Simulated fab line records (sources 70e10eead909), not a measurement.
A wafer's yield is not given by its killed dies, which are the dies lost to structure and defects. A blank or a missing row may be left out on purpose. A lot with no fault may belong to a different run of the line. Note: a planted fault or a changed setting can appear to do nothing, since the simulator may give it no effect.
8D (eight disciplines) problem report, filled in by code ; flow nandHarc ; the parts of the form that need people (team, actions taken, sign-off) are left out

1. THE ISSUE
thkNm at NHARC_A_ONON_D2_THK_MEAS_24 reads a mean of 1594 nm on 2 wafers of 1 lot; wafers without a fault read 1004 nm with a standard deviation of 8.6. Relative to the usual mean, that is a shift of +69 standard deviations.
The step: measures by ellipsometry.
First seen on wafer L669.1, day 18 22:57, on filmMetro-02. The record has a number at this step for 39 wafers belonging to 13 lots. Rule for "out", or "out of limits": more than 4 standard deviations from the usual mean. Any other wafer with a number is counted as sound.

2. WHAT IT IS; WHAT IT IS NOT
question;is;is not
which readings at this step;thkNm;-
which lots;L669;L653, L655, L656, L657, L658, L659, L660, L661, L662, L663, L664, L673
which wafers of those lots;L669.1, L669.5;L669.6
read on which gauges;filmMetro-02;filmMetro-01
when;from day 18 22:57;"up to then (34 sound wafers); but 3 sound wafers of L673 came after"

3. SUSPECTS, AND WHAT RULES EACH OUT
Counting: if a tool at a process step up to the reading ran every lot that is out, it stays a suspect. Sound lots after the first of them don't rule it out here, since some wafers of a struck lot are sound.
- the gauge at NHARC_A_ONON_D2_THK_MEAS_24 is ruled out. All the wafers that are out were read on filmMetro-02, but those of them that NHARC_END_SORT_01 has rows for are out there too, on other tools.
- cmp-01 at NHARC_A_CHANNEL_FILL_D1_CMP_10 (polishes, target thk 150 nm): kept. It processed L669, the lot that is out, at day 17 03:58, and its most recent sound lot before then was L658 at day 12 11:02.
- pecvdOnon-02 at NHARC_A_ONON_D2_DEP_22 (target thk 1000 nm): kept. It processed L669, the lot that is out, at day 18 22:26, and its most recent sound lot before then was L664 at day 17 03:58.
- Within cmp-01 at NHARC_A_CHANNEL_FILL_D1_CMP_10: the wafers that are out ran in chambers 0, 3; their sound lot-mates ran in chamber 2.
Left after counting: cmp-01 at NHARC_A_CHANNEL_FILL_D1_CMP_10, pecvdOnon-02 at NHARC_A_ONON_D2_DEP_22.

4. THE CAUSE (what the simulator had put in)
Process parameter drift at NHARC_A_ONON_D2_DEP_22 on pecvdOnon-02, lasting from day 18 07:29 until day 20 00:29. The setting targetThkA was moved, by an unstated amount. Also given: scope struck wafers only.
Counting leaves 2 suspects; this tool is one of them.

5. SEQUENCE OF EFFECTS, ordered by route
Each row: a reading where the mean over the struck wafers with a number is more than 3 standard deviations away from the usual. Readings are gone through only where the record gives a usual standard deviation; hours: the median, over the lots, of the time from a lot's start at the first step in this table giving one to that lot's start at this step; sigmas: the change measured in usual standard deviations.
hours;step;reading;usual;on struck wafers;change;sigmas
0;NHARC_A_ONON_D2_THK_MEAS_24;thkNm;1004 nm;1594;+590;+69
279;NHARC_END_SORT_01;killedAtArray;62;673;+611;+34
279;NHARC_END_SORT_01;killedDies;67;677;+610;+36

6. HOW IT WOULD HAVE BEEN CAUGHT EARLIER
The first out-of-limits reading at a measuring or inspecting step in this record came at day 18 22:57, 15 hours after the fault's start at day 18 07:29.
Each of the lots that are out, 1 in all, had begun NHARC_A_ONON_D2_DEP_22 on pecvdOnon-02 no later than day 18 22:57. Tool hold at that time: it would have spared none of them.
